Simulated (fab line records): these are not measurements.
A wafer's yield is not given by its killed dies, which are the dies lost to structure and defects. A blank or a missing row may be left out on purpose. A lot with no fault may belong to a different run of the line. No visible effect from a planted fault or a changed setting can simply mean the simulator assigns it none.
Matching of chambers | flow n5_finfet | N5_GATE_CUT_CMP_43 on cmp-02 has 4 sister chambers
The step polishes SiO2. 14 wafers are shown with their chamber, then 7 later ones without.

## WAFERS PAIRED WITH THEIR CHAMBERS
wafer  | chamber | motor_current_A (A)
L074.3 | 0       | 11.2
L074.5 | 2       | 9.2
L074.6 | 3       | 12.8
L077.2 | 1       | 13.9
L077.3 | 3       | 12.2
L077.4 | 2       | 8.8
L084.1 | 2       | 9.3
L084.2 | 1       | 14.2
L084.5 | 2       | 9.8
L086.2 | 2       | 9.6
L086.4 | 1       | 14.0
L086.6 | 2       | 9.0
L087.1 | 2       | 9.9
L087.2 | 0       | 10.6

SIGNATURES (averages over the wafers above)
reading         | chamber 0 | chamber 1 | chamber 2 | chamber 3 | scatter within a chamber
motor_current_A | 10.900    | 14.033    | 9.371     | 12.500    | 0.377
Rule: for a wafer and a chamber, the distance is found by dividing, reading by reading, the gap between the wafer's reading and the chamber's mean by the reading's scatter, squaring, summing and taking the root. The wafer belongs to the nearest chamber; if the next one is less than 2 further off, it can't be placed. The scatter: the root of (the sum of the squares of (reading less its chamber's mean) over the shown wafers, divided by (wafers less chambers)).

## WAFERS WITH NO CHAMBER GIVEN
wafer  | motor_current_A (A)
L087.3 | 12.2
L090.2 | 10.7
L090.3 | 13.7
L090.5 | 9.3
L094.1 | 9.4
L094.2 | 12.2
L094.3 | 15.1

## CHAMBER TAKEN BY EACH
wafer  | from the rows above | in truth
L087.3 | 3                   | 3
L090.2 | 0                   | 0
L090.3 | 1                   | 1
L090.5 | 2                   | 2
L094.1 | 2                   | 2
L094.2 | 3                   | 3
L094.3 | 1                   | 1
7 of 7 placed correctly. Can't be placed from these rows: 0. 0 placed wrongly.
